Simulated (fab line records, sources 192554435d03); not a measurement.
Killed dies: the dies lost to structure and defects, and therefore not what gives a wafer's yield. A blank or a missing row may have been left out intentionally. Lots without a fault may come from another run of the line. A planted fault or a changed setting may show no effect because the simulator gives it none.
Split-lot trial	flow n5 finfet	7 lots, 39 wafers read, on a route of 1938 steps

ABOUT THE SPLIT
At N5_FIN_CUT_ETCH_21 (etches SOC in N2/H2, target depth 219 nm, overetch 43.8 nm, time 523.5 s), the setting time s was moved away from the recipe's 523.5 s on 9 of the 39 wafers read, by -23.0% to -13.7%. For the rest of the wafers, this setting stayed at what the recipe calls for.

FROM THE SPLIT TO THE READING: what the file shows between them, 4 steps
- N5_FIN_CUT_STRIP_23: strips in N2/H2
- N5_FIN_CUT_STRIP_31: strips in N2/H2
- N5_FIN_CUT_PRECLEAN_35: cleans in vHF, time 13.3 s
- N5_FIN_CUT_CUT_ETCH_15: etches Si in HBr/Cl2/O2, target depth 100 nm, bt time 10 s, time 42.4 s

THE READING
FIN_CUT.cd offset nm (the simulator's own value, which no gauge read), in nm, at N5_FIN_CUT_CUT_ETCH_28 (etches Si in HBr/Cl2/O2, target depth 6 nm, time 2.4 s). No usual value for it is given in the file. Across the 30 wafers here that went through the recipe, the average is -0.2 nm and the standard deviation 0.35 nm.

wafer	tool, chamber at the split	time s as run, s	against the recipe	FIN_CUT.cd offset nm, nm	against lot-mates on the recipe
L076.1	rie diel-04, 2	523.5	recipe	-0.2	-
L076.2	rie diel-04, 0	523.5	recipe	-0.2	-
L076.5	rie diel-04, 1	523.5	recipe	-0.2	-
L076.3	rie diel-04, 1	451.5	-13.8%	-1.4	-1.2
L076.4	rie diel-04, 3	451.5	-13.8%	-0.8	-0.6
L076.6	rie diel-04, 0	451.5	-13.8%	-0.8	-0.6
L082.3	rie diel-03, 1	523.5	recipe	0	-
L082.4	rie diel-03, 0,1	523.5	recipe	0	-
L082.5	rie diel-03, 0,1	523.5	recipe	0.2	-
L083.1	rie diel-03, 1,3	523.5	recipe	0.2	-
L083.2	rie diel-03, 0	403	-23.0%	-0.8	-1.1
L083.3	rie diel-03, 1,3	523.5	recipe	0.4	-
L083.6	rie diel-03, 3	523.5	recipe	0.4	-
L083.4	rie diel-03, 2	403	-23.0%	-1	-1.3
L083.5	rie diel-03, 2	403	-23.0%	-1.6	-1.9
L087.1	rie diel-04, 2	523.5	recipe	-0.2	-
L087.2	rie diel-04, 1	523.5	recipe	-0.2	-
L087.3	rie diel-04, 0,3	523.5	recipe	-0.6	-
L087.4	rie diel-04, 0,3	523.5	recipe	-0.4	-
L087.6	rie diel-04, 2	523.5	recipe	-0.4	-
L087.5	rie diel-04, 1	523.5	recipe	0.2	-
L089.1	rie diel-05, 1,0	451.6	-13.7%	-0.8	-0.8
L089.6	rie diel-05, 2	451.6	-13.7%	-0.8	-0.8
L089.2	rie diel-05, 1,0	451.6	-13.7%	-0.6	-0.6
L089.3	rie diel-05, 3,2,1	523.5	recipe	0.4	-
L089.4	rie diel-05, 3,2,1	523.5	recipe	-0.4	-
L089.5	rie diel-05, 3,2,1	523.5	recipe	0	-
L090.1	rie diel-05, 2	523.5	recipe	-0.8	-
L090.5	rie diel-05, 1,3,0,0,1	523.5	recipe	-0.8	-
L090.2	rie diel-05, 1,3,0,0,1	523.5	recipe	-0.4	-
L090.3	rie diel-05, 1,3,0,0,1	523.5	recipe	-0.4	-
L090.4	rie diel-05, 1,3,0,0,1	523.5	recipe	-0.6	-
L090.6	rie diel-05, 1,3,0,0,1	523.5	recipe	-0.6	-
L096.1	rie diel-03, 2,0,1,0	523.5	recipe	-0.4	-
L096.4	rie diel-03, 2,0,1,0	523.5	recipe	-0.4	-
L096.6	rie diel-03, 3	523.5	recipe	-0.4	-
L096.2	rie diel-03, 2,0,1,0	523.5	recipe	-0.2	-
L096.3	rie diel-03, 3	523.5	recipe	0	-
L096.5	rie diel-03, 2,0,1,0	523.5	recipe	-0.8	-
Rows listing several chambers each stand for several wafers; the file does not say which wafer went through which chamber.

THE FIT
A straight line over all 39 wafers: FIN_CUT.cd offset nm changes by +0.0421 nm for each +1% of time s; r = +0.68; the points scatter about the line by 0.34 nm.
The same after taking each lot's own level away (the mean of its wafers on the recipe; 39 wafers): +0.0607 nm for each +1%; r = +0.90; scatter 0.23 nm.
According to that fit, moving time s by its largest amount changes the reading by 1.4 nm.
Across the lots, their own levels run from -0.60 to 0.33 nm, a range of 2.7 times the standard deviation given above.
So the lot-to-lot level blurs the effect unless lot-mates are compared.
Check: with one of the wafers moved furthest among these (-23.0%) left out of the fit, the line predicts -1.46 nm for it against its lot-mates. It came out at -1.13 nm against them.

ADDITIONAL SPLITS CARRIED BY THESE WAFERS
Before the reading, these wafers also passed through other splits. Each is held against what the fit with the lots' levels taken away leaves over:
other split on the same wafers	wafers away from the commonest value	r with FIN_CUT.cd offset nm (lot level and that fit taken away)
N5_WELL_APT_IMPLANT_32 energy kev	9	-0.07
N5_FIN_SAQP_ETCH_65 time s	12	+0.10

THE WHOLE CHAIN: every reading that the file lists as answering this split, in the file's order
step	what it does	reading	change (the file's fit)	r (the file's)
N5_FIN_CUT_ETCH_21	etches SOC in N2/H2, target depth 219 nm, overetch 43.8 nm, time 523.5 s	SiARC_of_FIN_CUT_COAT_19.thk nm (the simulator's own value, which no gauge read)	-0.0877 nm for each +1% of the setting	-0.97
N5_FIN_CUT_CUT_ETCH_28	etches Si in HBr/Cl2/O2, target depth 6 nm, time 2.4 s	FIN_CUT.cd offset nm (the simulator's own value, which no gauge read)	+0.0604 nm for each +1% of the setting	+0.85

FILE'S OWN FIT
FIN_CUT.cd offset nm changes by +0.0604 nm for each +1% of time s, r = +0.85.
